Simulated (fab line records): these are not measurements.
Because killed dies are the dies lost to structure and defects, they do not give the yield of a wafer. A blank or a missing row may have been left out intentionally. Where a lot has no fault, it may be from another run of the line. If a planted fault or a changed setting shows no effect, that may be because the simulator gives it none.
fab line records | flow nandHarc
record lots=12 wafers=36 lastDay=24
route steps=1159 shown P_M1@312 P_M2@329 END@1159
lots that met no fault: taken from a fault-free run of the same line
startH: start of the lot's first displayed wafer, in hours after the record's first day | waitH: hours elapsed since this lot's preceding step | " unchanged from the row above | L1.1+2: several wafers, shown together as one row | - value missing, or start not given | * or withheld: withheld | < > ~ a bound
route shown NAME@n: names a module that has steps shown in the file, with the first one's number in the route | usual: the fault-free wafers' mean and standard deviation | same: alike in all rows | chamber/n: place in a boat | sites: each site's reading | _std_site: the values' standard deviation | _edge_site: mean of outer sites minus mean of inner sites | radiusMm: for every site, how far away it sits from the centre of the wafer | mask NAME#n: copy n | behind: the last tool/chamber to shape the wafer | hold: what put the lot on hold/how long, in hours/how the hold closed | device: the transistor (n, p or np) that didn't switch | end of line: the route-end tests of the same wafers | a step without rows: its recipe alone | killed: at the first sort, the dies lost to defects and structure; wafer yield is something else | map: the dies of a wafer, with x for killed, . for not killed, _ for no die there
set.NAME: the run value of the setting; set.NAME@STEP: its run value at that earlier step | model.NAME: the simulator's own value behind a step, which no gauge read
steps of the route over a sample of lots; a table a step, a row a wafer
services: from which hour (startH, from the record's first day; less than 0 if before it) a tool's chamber was out of use, for how many hours, and why
## steps
# step NHARC_P_M1_THK_MEAS_24
# recipe thkMeasGauge=xrf
# usual thkNm=157.4/1.2
# columns lot.wafer tool chamber startH waitH thkNm
L273.1 filmMetro-02 - 117.73 - 159.1
L273.5 " - " " 156.9
L273.6 " - " " 157.6
L274.1 filmMetro-01 - 128.09 - 160.3
L274.2 " - " " 158.3
L274.4 " - " " 157.0
L279.2 filmMetro-01 - 171.37 - 155.1
L279.5 " - " " 157.7
L279.6 " - " " 157.1
L281.1 filmMetro-01 - 172.08 - 157.2
L281.3 " - " " 158.1
L281.6 " - " " 155.9
L280.1 filmMetro-01 - 172.19 - 158.1
L280.5 " - " " 158.1
L280.6 " - " " 158.3
L285.2 filmMetro-02 - 198.72 - 157.0
L285.5 " - " " 159.0
L285.6 " - " " 159.0
L287.3 filmMetro-02 - 211.21 - 156.3
L287.4 " - " " 156.5
L287.5 " - " " 156.8
L289.1 filmMetro-01 - 218.50 - 158.6
L289.5 " - " " 159.7
L289.6 " - " " 159.8
L290.1 filmMetro-02 - 221.18 - 158.5
L290.3 " - " " 157.3
L290.6 " - " " 158.1
L294.1 filmMetro-02 - 242.31 - 157.6
L294.5 " - " " 158.8
L294.6 " - " " 157.1
L293.2 filmMetro-02 - 245.23 - 155.3
L293.3 " - " " 157.0
L293.6 " - " " 156.6
L296.3 filmMetro-02 - 252.77 - 157.7
L296.5 " - " " 156.4
L296.6 " - " " 158.0
# step NHARC_P_M2_OVL_MEAS_10
# recipe pitchNm=340
# usual overlayXNm=-0.1/0.73 overlayYNm=-0.1/0.94
# columns lot.wafer tool chamber startH waitH overlayXNm overlayYNm
L273.1 overlay-02 - 119.36 - -0.2 0.1
L273.5 " - " " -0.4 0.4
L273.6 " - " " -0.3 -0.1
L274.1 overlay-02 - 129.76 - -0.4 0.9
L274.2 " - " " -0.8 1.2
L274.4 " - " " -1.2 0.4
L279.2 overlay-01 - 173.01 - -0.6 -1.3
L279.5 " - " " -0.9 -1.0
L279.6 " - " " -0.5 -1.6
L281.1 overlay-02 - 174.01 - 0.9 0.0
L281.3 " - " " 0.4 0.3
L281.6 " - " " 0.0 0.2
L280.1 overlay-01 - 174.29 - 1.1 -1.3
L280.5 " - " " 0.6 -1.2
L280.6 " - " " 0.8 -0.5
L285.2 overlay-01 - 200.44 - -0.3 0.7
L285.5 " - " " 0.6 0.5
L285.6 " - " " 0.2 0.7
L287.3 overlay-01 - 212.93 - 0.7 1.2
L287.4 " - " " 0.7 0.9
L287.5 " - " " 0.6 0.5
L289.1 overlay-01 - 222.66 - -0.1 -1.2
L289.5 " - " " -0.2 -1.5
L289.6 " - " " -0.2 -0.6
L290.1 overlay-02 - 222.82 - -0.2 -0.5
L290.3 " - " " -1.2 -1.0
L290.6 " - " " -0.6 -0.8
L294.1 overlay-02 - 244.10 - -0.9 -0.2
L294.5 " - " " -1.2 -0.7
L294.6 " - " " -0.7 -0.5
L293.2 overlay-01 - 247.39 - -0.3 1.8
L293.3 " - " " -0.1 1.4
L293.6 " - " " 0.0 1.7
L296.3 overlay-01 - 254.77 - 0.0 -1.4
L296.5 " - " " 0.8 -0.6
L296.6 " - " " 0.4 -1.5
# step NHARC_P_M2_ETCH_15
# recipe targetDepthA=1825 timeS=91.2 c4f8FlowSccm=withheld arFlowSccm=400 rfW=600 biasW=300 chemistry=C4F8/Ar
# usual biasW=299.9/0.88 chamberPressureMTorr=24.998/0.022 oesProductAu=0.956/0.021 rfVppV=441.0/2.5
# columns lot.wafer tool chamber startH waitH biasW chamberPressureMTorr oesProductAu rfHoursCounterH rfVppV
L273.1 rieDiel-13 2 119.69 - 299.2 25.044 0.963 5 440.9
L273.6 " 1 " " 298.6 25.030 0.952 - 442.2
L273.5 " 2 " " 299.2 25.015 0.964 - 440.8
L274.4 rieDiel-02 1 130.03 - 300.9 24.984 0.943 5 443.2
L274.2 " 2 " " 299.1 24.983 0.942 5 443.0
L274.1 " 3 " " 300.6 25.018 0.938 5 439.5
L279.2 rieDiel-02 3 173.29 - 299.9 24.979 0.985 0 440.3
L279.6 " 1 " " 300.8 24.969 0.965 - 443.6
L279.5 " 2 " " 301.1 24.973 0.973 - 442.7
L281.3 rieDiel-02 0 174.29 - 300.2 25.002 0.983 0 438.5
L281.1 " 1 " " 298.8 25.009 0.954 0 443.5
L281.6 " 0 " " 301.4 25.017 0.983 - 436.9
L280.1 rieDiel-06 3 174.56 - 300.4 25.001 0.936 23 443.5
L280.5 " 3 " " 300.4 25.003 0.929 - 445.0
L280.6 " 0 " " 300.2 25.026 0.920 - 440.2
L285.2 rieDiel-02 1 200.74 - 300.2 25.007 0.967 2 444.1
L285.6 " 3 " " 298.6 24.990 0.979 - 438.9
L285.5 " 0 " " 300.4 25.001 0.969 - 438.9
L287.3 rieDiel-06 1 213.39 - - - - - -
L287.4 " 3 " " - - - - -
L287.5 " 0 " " - - - - -
L289.1 rieDiel-02 1 222.97 - - - - - -
L289.6 " 1 " " - - - - -
L289.5 " 2 " " - - - - -
L290.1 rieDiel-02 0 223.12 - 300.2 25.005 0.968 2 438.8
L290.3 " 1 " " 300.7 24.964 0.952 2 443.8
L290.6 " 3 " " 299.2 24.997 0.966 - 440.2
L294.1 rieDiel-02 1 244.40 - 300.5 24.951 0.980 3 442.7
L294.5 " 2 " " 301.2 24.964 0.990 - 442.7
L294.6 " 3 " " 300.3 24.997 0.959 - 439.6
L293.3 rieDiel-02 0 247.66 - 299.7 25.002 0.962 3 438.4
L293.2 " 3 " " 300.2 25.018 0.965 3 441.1
L293.6 " 1 " " 299.7 25.004 0.979 - 443.8
L296.3 rieDiel-06 2 255.04 - 301.7 24.964 0.981 1 444.8
L296.6 " 1 " " 301.5 24.997 0.954 - 435.8
L296.5 " 2 " " 300.8 24.990 0.979 - 444.3
# step NHARC_P_M2_PRE_CLEAN_30
# recipe timeS=30 tempC=280 gas=H2/He
# usual heaterPowerW=407/44 susceptorTempC=280.01/0.19
# columns lot.wafer tool chamber startH waitH heaterPowerW susceptorTempC
L273.1 pvdSputter-01 - - - 348 280.05
L273.6 " - " " 412 280.06
L273.5 " - " " 338 280.19
L274.1 pvdSputter-01 - - - 383 279.77
L274.4 " - " " 381 280.08
L274.2 " - " " 340 280.00
L279.2 pvdSputter-01 - - - 406 -
L279.5 " - " " 406 -
L279.6 " - " " 354 -
L281.3 pvdSputter-02 - - - 485 280.13
L281.1 " - " " 433 280.10
L281.6 " - " " 480 279.97
L280.1 pvdSputter-01 - - - 373 -
L280.5 " - " " 342 -
L280.6 " - " " 396 -
L285.2 pvdSputter-02 - - - 469 280.16
L285.6 " - " " 419 279.89
L285.5 " - " " 430 279.79
L287.4 pvdSputter-03 - - - 434 279.89
L287.3 " - " " 355 279.84
L287.5 " - " " 353 279.94
L290.3 pvdSputter-03 - - - 354 280.36
L290.1 " - " " 391 280.15
L290.6 " - " " 438 280.22
L289.1 pvdSputter-01 - - - 372 279.98
L289.6 " - " " 403 279.66
L289.5 " - " " 366 279.85
L294.1 pvdSputter-01 - - - 419 -
L294.6 " - " " 428 -
L294.5 " - " " 347 -
L293.3 pvdSputter-02 - - - 449 279.81
L293.2 " - " " 466 279.91
L293.6 " - " " 456 280.04
L296.3 pvdSputter-01 - - - 359 279.92
L296.5 " - " " 416 280.42
L296.6 " - " " 350 280.06
# step NHARC_END_SORT_01
# recipe tempC=25
# usual defectLimitedYield=94.9/1.7 killedAtArray=31/12 killedAtOther=0.6/0.85 killedAtPeriphery=3.0/2.3 killedDies=35/12 killedOpen=3.2/1.9 killedShort=1.8/1.4 sort_bin_2_pct=1.6/0.7 sort_bin_3_pct=0.28/0.22 sort_bin_4_pct=3.3/1.2 sortNPass=642/12 sortRimYieldPct=97.7/1.5 sortYieldPct=94.9/1.7
# same grossDies=677 sort_bin_5_pct[%]=0 sort_bin_6_pct[%]=0 sort_bin_7_pct[%]=0 sort_bin_8_pct[%]=0 sortRimNGross=106.00
# columns lot.wafer tool chamber startH waitH defectLimitedYield[%] killedAtArray killedAtOther killedAtPeriphery killedDies killedOpen killedShort sort_bin_2_pct[%] sort_bin_3_pct[%] sort_bin_4_pct[%] sortNPass sortRimYieldPct[%] sortYieldPct[%]
L290.1 prober-02 0 533.78 2.5 94.1 35 1 4 40 4 2 1.8 0.44 3.7 637 98.1 94.1
L290.3 prober-02 0 535.35 3.0 93.5 42 0 2 44 1 2 1.5 0.30 4.7 633 99.1 93.5
L290.6 prober-02 0 537.71 3.9 93.6 38 1 4 43 2 2 1.6 0.59 4.1 634 96.2 93.6
L287.3 prober-01 0 543.23 3.1 0 32 0 645 677 5 1 96.3 0.59 3.1 0 0 0
L287.4 prober-01 0 544.03 3.4 0 32 0 645 677 2 0 96.9 0.15 3.0 0 0 0
L287.5 prober-01 0 544.83 3.7 0 32 0 645 677 3 1 96.2 0.59 3.2 0 0 0
L289.1 prober-02 0 549.26 2.5 0 35 1 641 677 2 2 96.5 0.30 3.2 0 0 0
L289.5 prober-02 0 552.51 3.7 0 23 0 654 677 2 0 97.3 0.30 2.4 0 0 0
L289.6 prober-02 0 553.32 4.1 0 29 3 645 677 3 0 96.3 0.44 3.2 0 0 0
L294.1 prober-01 0 559.34 2.5 91.6 53 0 4 57 3 4 2.7 0.15 5.6 620 96.2 91.6
L294.5 prober-01 0 562.53 3.7 90.4 64 0 1 65 1 1 3.2 0.74 5.6 612 98.1 90.4
L294.6 prober-01 0 563.33 4.0 92.8 48 0 1 49 2 1 2.1 0.30 4.9 628 94.3 92.8
# killed by level:class
L290.1 A_CHANNEL_HOLE_D1:chamberFilmFlake=19 A_CONTACT:chamberFilmFlake=4 A_BLC:chamberFilmFlake=3 A_SLIT:chamberFilmFlake=3 P_BONDPAD:chamberFilmFlake=2 P_M0:geometricParticle:open=1 A_ONON_D1:geometricParticle:open=1 A_CHANNEL_HOLE_D1:geometricParticle:open=1
L290.3 A_CHANNEL_HOLE_D1:chamberFilmFlake=29 A_BLC:chamberFilmFlake=5 A_SLIT:chamberFilmFlake=3 A_ZERO_WELL:chamberFilmFlake=2 P_M0:geometricParticle:short=1 A_CHANNEL_FILL_D1:geometricParticle:short=1 A_M1:geometricParticle:open=1 P_ZERO_WELL:chamberFilmFlake=1
L290.6 A_CHANNEL_HOLE_D1:chamberFilmFlake=23 A_SLIT:chamberFilmFlake=4 A_BLC:chamberFilmFlake=3 P_BONDPAD:chamberFilmFlake=2 A_STAIRCASE:chamberFilmFlake=2 A_CONTACT:chamberFilmFlake=2 A_SOURCE_PLATE:geometricParticle:short=1 A_ONON_D1:geometricParticle:short=1
L287.3 P_M2:areaEtch=644 A_CHANNEL_HOLE_D1:chamberFilmFlake=22 A_CONTACT:geometricParticle:open=2 A_WL_FILL:chamberFilmFlake=2 A_CONTACT:chamberFilmFlake=2 P_CONTACT:geometricParticle:short=1 A_ONON_D1:geometricParticle:open=1 A_WL_FILL:geometricParticle:open=1
L287.4 P_M2:areaEtch=645 A_CHANNEL_HOLE_D1:chamberFilmFlake=25 A_WL_FILL:chamberFilmFlake=2 A_ONON_D1:geometricParticle:open=1 A_CONTACT:geometricParticle:open=1 A_ZERO_WELL:chamberFilmFlake=1 A_STAIRCASE:chamberFilmFlake=1 A_CONTACT:chamberFilmFlake=1
L287.5 P_M2:areaEtch=643 A_CHANNEL_HOLE_D1:chamberFilmFlake=22 A_STAIRCASE:chamberFilmFlake=3 P_CONTACT:geometricParticle:open=1 A_CHANNEL_HOLE_D1:geometricParticle:open=1 A_CONTACT:geometricParticle:short=1 A_M0:geometricParticle:open=1 P_GATE:chamberFilmFlake=1
L289.1 P_M2:areaEtch=638 A_SLIT:chamberFilmFlake=20 A_CHANNEL_HOLE_D1:chamberFilmFlake=5 A_STAIRCASE:chamberFilmFlake=5 P_M2:geometricParticle:short=1 A_ONON_D1:geometricParticle:short=1 A_ONON_D1:geometricParticle:open=1 A_SGD_CUT:geometricParticle:open=1
L289.5 P_M2:areaEtch=653 A_SLIT:chamberFilmFlake=13 A_CHANNEL_HOLE_D1:chamberFilmFlake=4 A_CONTACT:geometricParticle:open=2 A_STAIRCASE:chamberFilmFlake=2 P_BONDPAD:chamberFilmFlake=1 A_WL_FILL:chamberFilmFlake=1 A_CONTACT:chamberFilmFlake=1
L289.6 P_M2:areaEtch=643 A_SLIT:chamberFilmFlake=14 A_CONTACT:chamberFilmFlake=5 A_CHANNEL_HOLE_D1:chamberFilmFlake=4 THIN_TSV:chamberFilmFlake=3 P_BONDPAD:chamberFilmFlake=2 A_STAIRCASE:chamberFilmFlake=2 A_CONTACT:geometricParticle:open=1
L294.1 A_SLIT:chamberFilmFlake=20 A_CHANNEL_HOLE_D1:chamberFilmFlake=13 A_CONTACT:chamberFilmFlake=7 A_BONDPAD:chamberFilmFlake=4 A_STAIRCASE:chamberFilmFlake=3 P_GATE:chamberFilmFlake=2 P_M1:geometricParticle:short=1 P_M1:geometricParticle:open=1
L294.5 A_CHANNEL_HOLE_D1:chamberFilmFlake=28 A_SLIT:chamberFilmFlake=23 A_STAIRCASE:chamberFilmFlake=5 A_CONTACT:chamberFilmFlake=3 A_CHANNEL_FILL_D1:chamberFilmFlake=2 A_BONDPAD:chamberFilmFlake=2 P_CONTACT:geometricParticle:short=1 A_CONTACT:geometricParticle:open=1
L294.6 A_SLIT:chamberFilmFlake=19 A_CHANNEL_HOLE_D1:chamberFilmFlake=15 A_CONTACT:chamberFilmFlake=4 A_CHANNEL_FILL_D1:chamberFilmFlake=3 A_STAIRCASE:chamberFilmFlake=2 A_WL_FILL:geometricParticle:open=1 A_CONTACT:geometricParticle:short=1 A_CONTACT:geometricParticle:open=1
## services
# columns tool chamber startH hours kind
rieDiel-13 - 99.07 9.0 pm
rieDiel-02 0 99.43 3.9 repair
pvdSputter-03 - 102.00 10.0 pm
rieDiel-02 0 105.35 - clean
rieDiel-02 1 105.35 - clean
rieDiel-02 2 105.35 - clean
rieDiel-02 3 105.35 - clean
rieDiel-06 1 118.90 36.4 repair
rieDiel-02 0 129.85 - clean
rieDiel-02 1 129.85 - clean
rieDiel-02 2 129.85 - clean
rieDiel-06 0 131.80 9.3 repair
rieDiel-13 3 135.60 88.1 repair
rieDiel-02 - 150.70 9.0 pm
pvdSputter-01 - 158.00 10.0 pm
rieDiel-02 - 180.35 0.4 repair
rieDiel-13 2 181.36 1.6 repair
rieDiel-13 2 191.41 6.1 repair
rieDiel-13 - 193.39 0.4 repair
pvdSputter-02 - 214.00 10.0 pm
rieDiel-13 1 219.31 4.5 repair
rieDiel-06 - 241.20 9.0 pm
pvdSputter-03 - 245.39 2.3 repair
pvdSputter-02 - 251.28 8.1 repair
## key
firstSign step=NHARC_P_M2_ETCH_15 reading=toolRecord direction=missing
effect step=NHARC_END_SORT_01 reading=killedAtPeriphery direction=up sigmas=99+ usual=3.0 struck=645.8
moreKillsBornAt NHARC_P_M2_ETCH_15@rieDiel-02=1934 NHARC_P_M2_ETCH_15@rieDiel-06=1932
metAt NHARC_P_M2_ETCH_15
struckLots L287,L289
laterRowsLeftOut L287.3,L287.4,L287.5,L289.1,L289.5,L289.6
notActingAt NHARC_P_M1_THK_MEAS_24,NHARC_P_M2_OVL_MEAS_10,NHARC_P_M2_PRE_CLEAN_30
onsetBetween 200.74 213.39
fault kind=skippedStepWhole tool=rieDiel-02,rieDiel-06 chamber=- onsetH=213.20 steps=NHARC_P_M2_ETCH_15 scope=struckLotsOnly
# laterRowsLeftOut: the simulator's readings of these wafers behind a module that went badly wrong aren't trusted and aren't shown, but for the sort
